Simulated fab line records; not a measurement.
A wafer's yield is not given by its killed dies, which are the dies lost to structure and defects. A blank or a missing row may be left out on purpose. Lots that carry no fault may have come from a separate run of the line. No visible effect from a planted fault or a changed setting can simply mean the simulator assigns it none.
Split-lot trial	flow n5-finfet	21 wafers read from 7 lots, route of 1938 steps

## THE SPLIT
At N5_BEOL_M8_ETCH_65 (etches SiARC in CF4, target depth 15.6 nm, time 26 s), the setting source-w was moved away from the recipe's 545 W on 5 of the 21 wafers read, by -13.3% to +15.5%. The other wafers ran this setting at the recipe's value.

The reading is taken at the split's own step.

## THE READING
rf-vpp-V, in V, at N5_BEOL_M8_ETCH_65 (etches SiARC in CF4, target depth 15.6 nm, time 26 s). On this fab line, fault-free wafers typically give 184.0 V with a standard deviation of 1.1 V.

wafer	tool, chamber at the split	source-w as run, W	against the recipe	rf-vpp-V, V	against lot-mates on the recipe
L074.1	rie-diel-02, 0	610.2	+12.0%	175.8	-6.8
L074.4	rie-diel-02, 2	545	recipe	182.6	-
L074.6	rie-diel-02, 2	545	recipe	182.7	-
L075.1	rie-diel-01, 3	545	recipe	185.9	-
L075.3	rie-diel-01, 0	545	recipe	185.0	-
L075.6	rie-diel-01, 1	629.6	+15.5%	175.4	-10.0
L077.4	rie-diel-01, 2	604.4	+10.9%	178.0	-6.7
L077.5	rie-diel-01, 1	604.4	+10.9%	177.1	-7.6
L077.6	rie-diel-01, 0	545	recipe	184.7	-
L079.3	rie-diel-02, 3	545	recipe	185.3	-
L079.4	rie-diel-02, 0	545	recipe	183.2	-
L079.5	rie-diel-02, 1	545	recipe	184.4	-
L084.1	rie-diel-02, 3	545	recipe	184.3	-
L084.4	rie-diel-02, 0	545	recipe	183.5	-
L084.6	rie-diel-02, 0	545	recipe	183.7	-
L089.3	rie-diel-01, 3	545	recipe	184.5	-
L089.4	rie-diel-01, 1	545	recipe	183.0	-
L089.5	rie-diel-01, 3	545	recipe	184.6	-
L091.1	rie-diel-01, 0	472.4	-13.3%	193.3	+8.7
L091.2	rie-diel-01, 3	545	recipe	183.9	-
L091.6	rie-diel-01, 0	545	recipe	185.3	-

FIT RESULTS
A straight line over all 21 wafers: rf-vpp-V changes by -0.631 V for each +1% of source-w; r = -0.97; the points scatter about the line by 0.95 V.
The same after taking each lot's own level away (the mean of its wafers on the recipe; 21 wafers): -0.639 V for each +1%; r = -0.99; scatter 0.59 V.
The reading moves by 9.9 V for the largest change in source-w, on that fit.
Across the lots, their own levels run from 182.65 to 185.45 V, a range of 2.5 times the standard deviation given above.
So the lot-to-lot level changes the slope little: the two slopes agree.
Check: -9.83 V against its lot-mates is what the line predicts for one of the wafers moved furthest among these (+15.5%) when that wafer is left out of the fit. It came out at -10 V against them.
Tool readings at the split's step, against how far the setting was moved: etch-rf-on-time-s r = -0.92; rf-vpp-V r = -0.97.

## ADDITIONAL SPLITS CARRIED BY THESE WAFERS
Note: prior to the reading, these wafers also went through further splits. Each is held against what the fit with the lots' levels taken away leaves over:
other split on the same wafers	wafers away from the commonest value	r with rf-vpp-V (lot level and that fit taken away)
N5_BEOL_M6_ETCH_66 bias-w	6	-0.26
N5_BEOL_M7_EXPOSE_08 dose-mj	6	-0.17
N5_BEOL_M7_ETCH_61 source-w	5	-0.12
N5_BEOL_M8_EXPOSE_08 dose-mj	5	-0.23
N5_BEOL_M8_DEVELOP_10 develop-time-s	8	-0.08

## THE WHOLE CHAIN: every reading that the file lists as answering this split, in the file's order
step	what it does	reading	change (the file's fit)	r (the file's)
N5_BEOL_M8_ETCH_65	etches SiARC in CF4, target depth 15.6 nm, time 26 s	etch-rf-on-time-s	withheld for each +1% of the setting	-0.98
N5_BEOL_M8_ETCH_65	etches SiARC in CF4, target depth 15.6 nm, time 26 s	rf-vpp-V	-0.633 V for each +1% of the setting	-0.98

## FILE'S OWN FIT
rf-vpp-V changes by -0.633 V for each +1% of source-w, r = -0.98.
